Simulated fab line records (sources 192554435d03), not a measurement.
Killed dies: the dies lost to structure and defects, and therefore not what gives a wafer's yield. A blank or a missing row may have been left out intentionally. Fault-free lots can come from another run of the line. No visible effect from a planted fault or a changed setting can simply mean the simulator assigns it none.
Split-lot experiment / flow n5-finfet / 21 wafers read across 7 lots, on a route 1938 steps long

THE SPLIT ITSELF
At N5_FIN_SAQP_PEB_14 (peb time 60 s), the setting peb-time-s was moved away from the recipe's 60 s on 7 of the 21 wafers read, by -20.0% to +17.8%. All remaining wafers had this setting at the recipe value.

FROM SPLIT TO READING: 1 step shown by the file between the two
- N5_FIN_SAQP_DEVELOP_15: develop time 30 s

THE READING
cd-nm (nm) at N5_FIN_SAQP_CD_MEAS_16, where the cd target is 35.6 nm. A value of 35.66 nm with a standard deviation of 0.27 nm is what fault-free wafers of this fab line usually give.

wafer=L075.2; tool, chamber at the split=litho-track-01, 0; peb-time-s as run, s=60; against the recipe=recipe; cd-nm, nm=35.90; against lot-mates on the recipe=-
wafer=L075.4; tool, chamber at the split=litho-track-01, 0; peb-time-s as run, s=47.98; against the recipe=-20.0%; cd-nm, nm=39.04; against lot-mates on the recipe=+3.41
wafer=L075.5; tool, chamber at the split=litho-track-01, 0; peb-time-s as run, s=60; against the recipe=recipe; cd-nm, nm=35.36; against lot-mates on the recipe=-
wafer=L077.1; tool, chamber at the split=litho-track-02, 0; peb-time-s as run, s=60; against the recipe=recipe; cd-nm, nm=35.89; against lot-mates on the recipe=-
wafer=L077.2; tool, chamber at the split=litho-track-02, 0; peb-time-s as run, s=60; against the recipe=recipe; cd-nm, nm=36.17; against lot-mates on the recipe=-
wafer=L077.3; tool, chamber at the split=litho-track-02, 0; peb-time-s as run, s=60; against the recipe=recipe; cd-nm, nm=35.85; against lot-mates on the recipe=-
wafer=L080.1; tool, chamber at the split=litho-track-01, 0; peb-time-s as run, s=60; against the recipe=recipe; cd-nm, nm=35.72; against lot-mates on the recipe=-
wafer=L080.3; tool, chamber at the split=litho-track-01, 0; peb-time-s as run, s=67.09; against the recipe=+11.8%; cd-nm, nm=34.27; against lot-mates on the recipe=-1.45
wafer=L080.6; tool, chamber at the split=litho-track-01, 0; peb-time-s as run, s=67.09; against the recipe=+11.8%; cd-nm, nm=33.89; against lot-mates on the recipe=-1.83
wafer=L083.2; tool, chamber at the split=litho-track-02, 0; peb-time-s as run, s=60; against the recipe=recipe; cd-nm, nm=35.69; against lot-mates on the recipe=-
wafer=L083.4; tool, chamber at the split=litho-track-02, 0; peb-time-s as run, s=60; against the recipe=recipe; cd-nm, nm=35.40; against lot-mates on the recipe=-
wafer=L083.5; tool, chamber at the split=litho-track-02, 0; peb-time-s as run, s=60; against the recipe=recipe; cd-nm, nm=36.03; against lot-mates on the recipe=-
wafer=L085.3; tool, chamber at the split=litho-track-02, 0; peb-time-s as run, s=60; against the recipe=recipe; cd-nm, nm=35.77; against lot-mates on the recipe=-
wafer=L085.5; tool, chamber at the split=litho-track-02, 0; peb-time-s as run, s=60; against the recipe=recipe; cd-nm, nm=35.65; against lot-mates on the recipe=-
wafer=L085.6; tool, chamber at the split=litho-track-02, 0; peb-time-s as run, s=67.79; against the recipe=+13.0%; cd-nm, nm=34.20; against lot-mates on the recipe=-1.51
wafer=L090.2; tool, chamber at the split=litho-track-01, 0; peb-time-s as run, s=60; against the recipe=recipe; cd-nm, nm=35.84; against lot-mates on the recipe=-
wafer=L090.5; tool, chamber at the split=litho-track-01, 0; peb-time-s as run, s=60; against the recipe=recipe; cd-nm, nm=35.93; against lot-mates on the recipe=-
wafer=L090.6; tool, chamber at the split=litho-track-01, 0; peb-time-s as run, s=70.68; against the recipe=+17.8%; cd-nm, nm=33.52; against lot-mates on the recipe=-2.37
wafer=L091.2; tool, chamber at the split=litho-track-01, 0; peb-time-s as run, s=60; against the recipe=recipe; cd-nm, nm=35.49; against lot-mates on the recipe=-
wafer=L091.3; tool, chamber at the split=litho-track-01, 0; peb-time-s as run, s=55.26; against the recipe=-7.9%; cd-nm, nm=37.23; against lot-mates on the recipe=+1.74
wafer=L091.4; tool, chamber at the split=litho-track-01, 0; peb-time-s as run, s=55.26; against the recipe=-7.9%; cd-nm, nm=36.95; against lot-mates on the recipe=+1.46

THE FIT
A straight line over all 21 wafers: cd-nm changes by -0.146 nm for each +1% of peb-time-s; r = -0.98; the points scatter about the line by 0.24 nm.
The same after taking each lot's own level away (the mean of its wafers on the recipe; 21 wafers): -0.152 nm for each +1%; r = -0.98; scatter 0.24 nm.
Per that fit: largest peb-time-s move, reading shift of 3 nm.
Across the lots, their own levels run from 35.490 to 35.970 nm, a range of 1.8 times the standard deviation given above.
Consequently the slope shifts little with the lot-to-lot level, the two slopes agreeing.
Check: +2.99 nm against its lot-mates is what the line predicts for one of the wafers moved furthest among these (-20.0%) when that wafer is left out of the fit. It came out at +3.41 nm against them.

THESE WAFERS: OTHER SPLITS
Other splits were also applied to these wafers ahead of the reading. Each is held against what the fit with the lots' levels taken away leaves over:
other split on the same wafers=N5_ZERO_LAYER_EXPOSE_08 dose-mj; wafers away from the commonest value=6; r with cd-nm (lot level and that fit taken away)=+0.00
other split on the same wafers=N5_WELL_APT_COAT_02 spin-rpm; wafers away from the commonest value=10; r with cd-nm (lot level and that fit taken away)=-0.04

THE FILE'S OWN FIT
cd-nm changes by -0.149 nm for each +1% of peb-time-s, r = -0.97.
